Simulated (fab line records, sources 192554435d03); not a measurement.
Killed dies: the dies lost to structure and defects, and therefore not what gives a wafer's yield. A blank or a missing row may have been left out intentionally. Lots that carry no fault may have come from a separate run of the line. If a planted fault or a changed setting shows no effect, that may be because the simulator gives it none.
Which tool was responsible? / flow n5 finfet / 24 lots with 72 wafers sampled at 4 steps, on a route of 1938 steps

== WHAT EACH GAUGE READ, for each wafer ==
N5_MOL_CONTACT_COAG_CD_MEAS_84: target cd 25.1 nm. Usual: 25.06 nm for cd nm, sd 0.23.
lot=L074; measured=day 5 06:55; on=cd sem-01; cd nm (nm)=24.90 24.81 24.88; flag=
lot=L075; measured=day 5 11:59; on=cd sem-03; cd nm (nm)=25.66 25.00 25.27; flag=
lot=L076; measured=day 5 17:59; on=cd sem-01; cd nm (nm)=24.70 25.06 25.39; flag=
lot=L077; measured=day 5 18:10; on=cd sem-03; cd nm (nm)=25.00 24.77 25.00; flag=
lot=L078; measured=day 6 06:02; on=cd sem-01; cd nm (nm)=25.24 25.32 25.39; flag=
lot=L079; measured=day 6 09:16; on=cd sem-01; cd nm (nm)=25.27 25.20 25.45; flag=
lot=L080; measured=day 6 14:11; on=cd sem-03; cd nm (nm)=24.92 24.82 24.89; flag=
lot=L081; measured=day 6 18:10; on=cd sem-03; cd nm (nm)=24.84 25.09 25.33; flag=
lot=L082; measured=day 7 04:02; on=cd sem-03; cd nm (nm)=24.21 25.19 24.80; flag=
lot=L083; measured=day 7 10:11; on=cd sem-02; cd nm (nm)=25.25 25.07 25.15; flag=
lot=L084; measured=day 7 16:46; on=cd sem-03; cd nm (nm)=25.12 25.22 25.23; flag=
lot=L085; measured=day 8 00:37; on=cd sem-01; cd nm (nm)=24.90 25.15 24.69; flag=
lot=L086; measured=day 8 03:18; on=cd sem-02; cd nm (nm)=25.14 24.88 24.93; flag=
lot=L087; measured=day 8 03:46; on=cd sem-01; cd nm (nm)=24.80 25.22 25.26; flag=
lot=L088; measured=day 8 21:20; on=cd sem-02; cd nm (nm)=24.65 25.22 24.87; flag=
lot=L089; measured=day 8 23:00; on=cd sem-03; cd nm (nm)=25.64 24.87 25.39; flag=
lot=L090; measured=day 9 08:15; on=cd sem-03; cd nm (nm)=25.02 25.38 25.06; flag=
lot=L091; measured=day 9 10:47; on=cd sem-02; cd nm (nm)=25.06 24.76 24.89; flag=
lot=L092; measured=day 9 18:54; on=cd sem-01; cd nm (nm)=25.00 25.25 24.83; flag=
lot=L093; measured=day 9 19:31; on=cd sem-01; cd nm (nm)=25.45 25.26 25.02; flag=
lot=L094; measured=day 10 07:23; on=cd sem-02; cd nm (nm)=24.68 24.76 24.83; flag=
lot=L095; measured=day 10 08:25; on=cd sem-03; cd nm (nm)=25.30 25.04 24.99; flag=
lot=L096; measured=day 10 12:53; on=cd sem-03; cd nm (nm)=25.04 25.36 25.10; flag=
lot=L097; measured=day 10 18:55; on=cd sem-01; cd nm (nm)=25.31 24.86 25.01; flag=

== EACH LOT AND THE TOOL THAT RAN IT (in order: tool; ch and the chambers of the sampled wafers; start) ==
lot=L074; N5_MOL_CONTACT_COAG_TI_SIL_19=pvd sputter-03, day 4 21:38; N5_MOL_CONTACT_COAG_CO_FILL_22=cvd co-01 ch 0,2, day 4 22:44; N5_MOL_CONTACT_COAG_ALD_123=ald sin-03 ch 2,3, day 5 05:57
lot=L075; N5_MOL_CONTACT_COAG_TI_SIL_19=pvd sputter-01, day 5 04:50; N5_MOL_CONTACT_COAG_CO_FILL_22=cvd co-02 ch 0,2, day 5 06:16; N5_MOL_CONTACT_COAG_ALD_123=ald sin-03 ch 2,3, day 5 11:01
lot=L076; N5_MOL_CONTACT_COAG_TI_SIL_19=pvd sputter-03, day 5 09:48; N5_MOL_CONTACT_COAG_CO_FILL_22=cvd co-01 ch 0,2, day 5 10:47; N5_MOL_CONTACT_COAG_ALD_123=ald sin-04 ch 1,2,3, day 5 17:01
lot=L077; N5_MOL_CONTACT_COAG_TI_SIL_19=pvd sputter-03, day 5 10:12; N5_MOL_CONTACT_COAG_CO_FILL_22=cvd co-01 ch 1,2, day 5 11:22; N5_MOL_CONTACT_COAG_ALD_123=ald sin-03 ch 0,2,3, day 5 17:06
lot=L078; N5_MOL_CONTACT_COAG_TI_SIL_19=pvd sputter-02, day 5 19:46; N5_MOL_CONTACT_COAG_CO_FILL_22=cvd co-01 ch 1,2, day 5 21:05; N5_MOL_CONTACT_COAG_ALD_123=ald sin-04 ch 0,1,3, day 6 05:04
lot=L079; N5_MOL_CONTACT_COAG_TI_SIL_19=pvd sputter-02, day 6 01:54; N5_MOL_CONTACT_COAG_CO_FILL_22=cvd co-01 ch 0,1,2, day 6 02:49; N5_MOL_CONTACT_COAG_ALD_123=ald sin-01 ch 0,1,3, day 6 08:17
lot=L080; N5_MOL_CONTACT_COAG_TI_SIL_19=pvd sputter-02, day 6 05:28; N5_MOL_CONTACT_COAG_CO_FILL_22=cvd co-01 ch 0,2, day 6 07:08; N5_MOL_CONTACT_COAG_ALD_123=ald sin-01 ch 0,1, day 6 13:21
lot=L081; N5_MOL_CONTACT_COAG_TI_SIL_19=pvd sputter-03, day 6 10:15; N5_MOL_CONTACT_COAG_CO_FILL_22=cvd co-02 ch 0,2, day 6 11:23; N5_MOL_CONTACT_COAG_ALD_123=ald sin-01 ch 0,3, day 6 17:19
lot=L082; N5_MOL_CONTACT_COAG_TI_SIL_19=pvd sputter-01, day 6 19:19; N5_MOL_CONTACT_COAG_CO_FILL_22=cvd co-01 ch 0,2, day 6 22:11; N5_MOL_CONTACT_COAG_ALD_123=ald sin-04 ch 1,2,3, day 7 03:04
lot=L083; N5_MOL_CONTACT_COAG_TI_SIL_19=pvd sputter-03, day 6 23:52; N5_MOL_CONTACT_COAG_CO_FILL_22=cvd co-01 ch 0,1,2, day 7 03:18; N5_MOL_CONTACT_COAG_ALD_123=ald sin-04 ch 1,2,3, day 7 09:20
lot=L084; N5_MOL_CONTACT_COAG_TI_SIL_19=pvd sputter-02, day 7 07:31; N5_MOL_CONTACT_COAG_CO_FILL_22=cvd co-02 ch 1,2, day 7 08:56; N5_MOL_CONTACT_COAG_ALD_123=ald sin-03 ch 0,1,3, day 7 15:55
lot=L085; N5_MOL_CONTACT_COAG_TI_SIL_19=pvd sputter-02, day 7 14:41; N5_MOL_CONTACT_COAG_CO_FILL_22=cvd co-02 ch 1,2, day 7 17:43; N5_MOL_CONTACT_COAG_ALD_123=ald sin-03 ch 0,2,3, day 7 23:46
lot=L086; N5_MOL_CONTACT_COAG_TI_SIL_19=pvd sputter-01, day 7 18:35; N5_MOL_CONTACT_COAG_CO_FILL_22=cvd co-01 ch 0,2, day 7 21:02; N5_MOL_CONTACT_COAG_ALD_123=ald sin-03 ch 0,2, day 8 02:28
lot=L087; N5_MOL_CONTACT_COAG_TI_SIL_19=pvd sputter-02, day 7 20:28; N5_MOL_CONTACT_COAG_CO_FILL_22=cvd co-02 ch 0,1,2, day 7 21:46; N5_MOL_CONTACT_COAG_ALD_123=ald sin-04 ch 0,1,2, day 8 02:55
lot=L088; N5_MOL_CONTACT_COAG_TI_SIL_19=pvd sputter-03, day 8 11:25; N5_MOL_CONTACT_COAG_CO_FILL_22=cvd co-01 ch 0,2, day 8 12:35; N5_MOL_CONTACT_COAG_ALD_123=ald sin-03 ch 0,2,3, day 8 20:22
lot=L089; N5_MOL_CONTACT_COAG_TI_SIL_19=pvd sputter-03, day 8 13:13; N5_MOL_CONTACT_COAG_CO_FILL_22=cvd co-02 ch 0,1,2, day 8 17:10; N5_MOL_CONTACT_COAG_ALD_123=ald sin-03 ch 0,1,3, day 8 22:02
lot=L090; N5_MOL_CONTACT_COAG_TI_SIL_19=pvd sputter-03, day 8 21:38; N5_MOL_CONTACT_COAG_CO_FILL_22=cvd co-02 ch 0,1, day 9 00:22; N5_MOL_CONTACT_COAG_ALD_123=ald sin-04 ch 2,3, day 9 07:25
lot=L091; N5_MOL_CONTACT_COAG_TI_SIL_19=pvd sputter-02, day 9 01:28; N5_MOL_CONTACT_COAG_CO_FILL_22=cvd co-01 ch 0,1,2, day 9 03:00; N5_MOL_CONTACT_COAG_ALD_123=ald sin-01 ch 1,2,3, day 9 09:48
lot=L092; N5_MOL_CONTACT_COAG_TI_SIL_19=pvd sputter-01, day 9 09:37; N5_MOL_CONTACT_COAG_CO_FILL_22=cvd co-02 ch 1,2, day 9 11:19; N5_MOL_CONTACT_COAG_ALD_123=ald sin-03 ch 0,1,3, day 9 18:04
lot=L093; N5_MOL_CONTACT_COAG_TI_SIL_19=pvd sputter-02, day 9 11:12; N5_MOL_CONTACT_COAG_CO_FILL_22=cvd co-02 ch 0,1, day 9 12:10; N5_MOL_CONTACT_COAG_ALD_123=ald sin-03 ch 0,2, day 9 18:32
lot=L094; N5_MOL_CONTACT_COAG_TI_SIL_19=pvd sputter-03, day 9 21:40; N5_MOL_CONTACT_COAG_CO_FILL_22=cvd co-01 ch 0,2, day 9 22:48; N5_MOL_CONTACT_COAG_ALD_123=ald sin-04 ch 0,3, day 10 06:24
lot=L095; N5_MOL_CONTACT_COAG_TI_SIL_19=pvd sputter-01, day 9 23:23; N5_MOL_CONTACT_COAG_CO_FILL_22=cvd co-02 ch 1,2, day 10 00:52; N5_MOL_CONTACT_COAG_ALD_123=ald sin-01 ch 0,1,2, day 10 07:34
lot=L096; N5_MOL_CONTACT_COAG_TI_SIL_19=pvd sputter-02, day 10 05:24; N5_MOL_CONTACT_COAG_CO_FILL_22=cvd co-02 ch 0,1,2, day 10 07:04; N5_MOL_CONTACT_COAG_ALD_123=ald sin-03 ch 0,1,2, day 10 12:02
lot=L097; N5_MOL_CONTACT_COAG_TI_SIL_19=pvd sputter-02, day 10 11:07; N5_MOL_CONTACT_COAG_CO_FILL_22=cvd co-01 ch 0,1, day 10 12:31; N5_MOL_CONTACT_COAG_ALD_123=ald sin-04 ch 0,2,3, day 10 18:04
- N5_MOL_CONTACT_COAG_TI_SIL_19: material Ti, target thk 4.2 nm, time 15 s.
- N5_MOL_CONTACT_COAG_CO_FILL_22: material Co, precursor CCTBA/H2, target thk 20 nm.
- N5_MOL_CONTACT_COAG_ALD_123: deposits SiNx, target thk 5 nm, pulse time 1 s, purge time 2 s.

== WHAT THE TOOLS THEMSELVES READ (means of the sampled wafers that have a number; where no wafer has one, the mark that the record gives instead) ==
N5_MOL_CONTACT_COAG_TI_SIL_19. Usual: cathode dc power W 5000.0 W, standard deviation 1; throttle valve pct 29.8 %, standard deviation 1.1.
lot=L074; tool=pvd sputter-03; cathode dc power W (W)=4999.8; throttle valve pct (%)=30.1; flag=
lot=L075; tool=pvd sputter-01; cathode dc power W (W)=5000.3; throttle valve pct (%)=31.0; flag=
lot=L076; tool=pvd sputter-03; cathode dc power W (W)=5000.4; throttle valve pct (%)=29.8; flag=
lot=L077; tool=pvd sputter-03; cathode dc power W (W)=5000.3; throttle valve pct (%)=29.3; flag=
lot=L078; tool=pvd sputter-02; cathode dc power W (W)=4999.3; throttle valve pct (%)=29.7; flag=
lot=L079; tool=pvd sputter-02; cathode dc power W (W)=4999.8; throttle valve pct (%)=29.2; flag=
lot=L080; tool=pvd sputter-02; cathode dc power W (W)=5000.0; throttle valve pct (%)=28.9; flag=
lot=L081; tool=pvd sputter-03; cathode dc power W (W)=4999.8; throttle valve pct (%)=29.4; flag=
lot=L082; tool=pvd sputter-01; cathode dc power W (W)=4999.0; throttle valve pct (%)=31.2; flag=
lot=L083; tool=pvd sputter-03; cathode dc power W (W)=5000.2; throttle valve pct (%)=29.7; flag=
lot=L084; tool=pvd sputter-02; cathode dc power W (W)=4999.0; throttle valve pct (%)=28.7; flag=
lot=L085; tool=pvd sputter-02; cathode dc power W (W)=4999.6; throttle valve pct (%)=29.6; flag=
lot=L086; tool=pvd sputter-01; cathode dc power W (W)=4999.5; throttle valve pct (%)=30.7; flag=
lot=L087; tool=pvd sputter-02; cathode dc power W (W)=5000.0; throttle valve pct (%)=28.9; flag=
lot=L088; tool=pvd sputter-03; cathode dc power W (W)=4999.6; throttle valve pct (%)=29.6; flag=
lot=L089; tool=pvd sputter-03; cathode dc power W (W)=5000.8; throttle valve pct (%)=30.3; flag=
lot=L090; tool=pvd sputter-03; cathode dc power W (W)=4999.8; throttle valve pct (%)=30.0; flag=
lot=L091; tool=pvd sputter-02; cathode dc power W (W)=4998.7; throttle valve pct (%)=29.8; flag=
lot=L092; tool=pvd sputter-01; cathode dc power W (W)=4999.0; throttle valve pct (%)=31.1; flag=
lot=L093; tool=pvd sputter-02; cathode dc power W (W)=5000.2; throttle valve pct (%)=29.3; flag=
lot=L094; tool=pvd sputter-03; cathode dc power W (W)=4999.7; throttle valve pct (%)=29.2; flag=
lot=L095; tool=pvd sputter-01; cathode dc power W (W)=5000.3; throttle valve pct (%)=31.5; flag=
lot=L096; tool=pvd sputter-02; cathode dc power W (W)=5000.9; throttle valve pct (%)=29.6; flag=
lot=L097; tool=pvd sputter-02; cathode dc power W (W)=5000.2; throttle valve pct (%)=29.6; flag=

N5_MOL_CONTACT_COAG_CO_FILL_22. Usual: chamber pressure Torr 30.00 Torr, standard deviation 0.068; heater power w 248 W, standard deviation 23.
lot=L074; tool=cvd co-01; chamber pressure Torr (Torr)=30.07; heater power w (W)=240; flag=
lot=L075; tool=cvd co-02; chamber pressure Torr (Torr)=30.01; heater power w (W)=236; flag=
lot=L076; tool=cvd co-01; chamber pressure Torr (Torr)=29.98; heater power w (W)=258; flag=
lot=L077; tool=cvd co-01; chamber pressure Torr (Torr)=29.93; heater power w (W)=264; flag=
lot=L078; tool=cvd co-01; chamber pressure Torr (Torr)=30.00; heater power w (W)=266; flag=
lot=L079; tool=cvd co-01; chamber pressure Torr (Torr)=30.04; heater power w (W)=263; flag=
lot=L080; tool=cvd co-01; chamber pressure Torr (Torr)=29.96; heater power w (W)=242; flag=
lot=L081; tool=cvd co-02; chamber pressure Torr (Torr)=29.96; heater power w (W)=245; flag=
lot=L082; tool=cvd co-01; chamber pressure Torr (Torr)=29.98; heater power w (W)=237; flag=
lot=L083; tool=cvd co-01; chamber pressure Torr (Torr)=29.98; heater power w (W)=259; flag=
lot=L084; tool=cvd co-02; chamber pressure Torr (Torr)=29.93; heater power w (W)=226; flag=
lot=L085; tool=cvd co-02; chamber pressure Torr (Torr)=30.06; heater power w (W)=228; flag=
lot=L086; tool=cvd co-01; chamber pressure Torr (Torr)=30.01; heater power w (W)=241; flag=
lot=L087; tool=cvd co-02; chamber pressure Torr (Torr)=30.07; heater power w (W)=234; flag=
lot=L088; tool=cvd co-01; chamber pressure Torr (Torr)=30.02; heater power w (W)=240; flag=
lot=L089; tool=cvd co-02; chamber pressure Torr (Torr)=30.04; heater power w (W)=233; flag=
lot=L090; tool=cvd co-02; chamber pressure Torr (Torr)=29.98; heater power w (W)=234; flag=
lot=L091; tool=cvd co-01; chamber pressure Torr (Torr)=29.98; heater power w (W)=260; flag=
lot=L092; tool=cvd co-02; chamber pressure Torr (Torr)=29.98; heater power w (W)=225; flag=
lot=L093; tool=cvd co-02; chamber pressure Torr (Torr)=30.07; heater power w (W)=236; flag=
lot=L094; tool=cvd co-01; chamber pressure Torr (Torr)=29.97; heater power w (W)=242; flag=
lot=L095; tool=cvd co-02; chamber pressure Torr (Torr)=29.97; heater power w (W)=225; flag=
lot=L096; tool=cvd co-02; chamber pressure Torr (Torr)=29.99; heater power w (W)=236; flag=
lot=L097; tool=cvd co-01; chamber pressure Torr (Torr)=30.00; heater power w (W)=280; flag=

N5_MOL_CONTACT_COAG_ALD_123. Usual: chamber pressure Torr 2.000 Torr, standard deviation 0.004; heater power w 838 W, standard deviation 95; precursor pulse height rel 0.996, standard deviation 0.019.
lot=L074; tool=ald sin-03; chamber pressure Torr (Torr)=2.001; heater power w (W)=744; precursor pulse height rel=0.971; flag=
lot=L075; tool=ald sin-03; chamber pressure Torr (Torr)=1.996; heater power w (W)=838; precursor pulse height rel=1.007; flag=
lot=L076; tool=ald sin-04; chamber pressure Torr (Torr)=1.998; heater power w (W)=860; precursor pulse height rel=0.980; flag=
lot=L077; tool=ald sin-03; chamber pressure Torr (Torr)=1.998; heater power w (W)=815; precursor pulse height rel=0.990; flag=
lot=L078; tool=ald sin-04; chamber pressure Torr (Torr)=2.000; heater power w (W)=839; precursor pulse height rel=0.991; flag=
lot=L079; tool=ald sin-01; chamber pressure Torr (Torr)=2.000; heater power w (W)=841; precursor pulse height rel=0.990; flag=
lot=L080; tool=ald sin-01; chamber pressure Torr (Torr)=2.001; heater power w (W)=855; precursor pulse height rel=1.005; flag=
lot=L081; tool=ald sin-01; chamber pressure Torr (Torr)=1.998; heater power w (W)=772; precursor pulse height rel=1.000; flag=
lot=L082; tool=ald sin-04; chamber pressure Torr (Torr)=2.002; heater power w (W)=877; precursor pulse height rel=1.015; flag=
lot=L083; tool=ald sin-04; chamber pressure Torr (Torr)=1.999; heater power w (W)=888; precursor pulse height rel=1.008; flag=
lot=L084; tool=ald sin-03; chamber pressure Torr (Torr)=1.996; heater power w (W)=783; precursor pulse height rel=0.990; flag=
lot=L085; tool=ald sin-03; chamber pressure Torr (Torr)=2.002; heater power w (W)=808; precursor pulse height rel=1.009; flag=
lot=L086; tool=ald sin-03; chamber pressure Torr (Torr)=1.997; heater power w (W)=876; precursor pulse height rel=1.014; flag=
lot=L087; tool=ald sin-04; chamber pressure Torr (Torr)=1.998; heater power w (W)=897; precursor pulse height rel=0.987; flag=
lot=L088; tool=ald sin-03; chamber pressure Torr (Torr)=2.001; heater power w (W)=816; precursor pulse height rel=0.993; flag=
lot=L089; tool=ald sin-03; chamber pressure Torr (Torr)=1.998; heater power w (W)=793; precursor pulse height rel=0.979; flag=
lot=L090; tool=ald sin-04; chamber pressure Torr (Torr)=1.999; heater power w (W)=820; precursor pulse height rel=0.996; flag=
lot=L091; tool=ald sin-01; chamber pressure Torr (Torr)=1.997; heater power w (W)=843; precursor pulse height rel=1.010; flag=
lot=L092; tool=ald sin-03; chamber pressure Torr (Torr)=2.002; heater power w (W)=782; precursor pulse height rel=0.983; flag=
lot=L093; tool=ald sin-03; chamber pressure Torr (Torr)=1.997; heater power w (W)=879; precursor pulse height rel=0.986; flag=
lot=L094; tool=ald sin-04; chamber pressure Torr (Torr)=2.001; heater power w (W)=837; precursor pulse height rel=1.005; flag=
lot=L095; tool=ald sin-01; chamber pressure Torr (Torr)=1.998; heater power w (W)=844; precursor pulse height rel=0.999; flag=
lot=L096; tool=ald sin-03; chamber pressure Torr (Torr)=1.997; heater power w (W)=873; precursor pulse height rel=0.996; flag=
lot=L097; tool=ald sin-04; chamber pressure Torr (Torr)=1.997; heater power w (W)=858; precursor pulse height rel=0.996; flag=

== THE ANSWER, worked out from the rows above alone ==
Rule: lot off if the mean of its wafers having a number is beyond 3 standard deviations from the usual mean. A lot without any number at a reading at which 4 lots or more have one is off too. The other lots that the step has rows for count as sound. After the gauges, taken in route order, come the tools' own readings; for these a lot's mean is taken, as printed above. The first step at which some lot is off is used, and at that step the reading that is off furthest; a lot without a number counts as furthest.
None of the lots is off at any reading shown; this tells nothing.

== WHAT HAD BEEN PUT IN BY THE SIMULATOR ==
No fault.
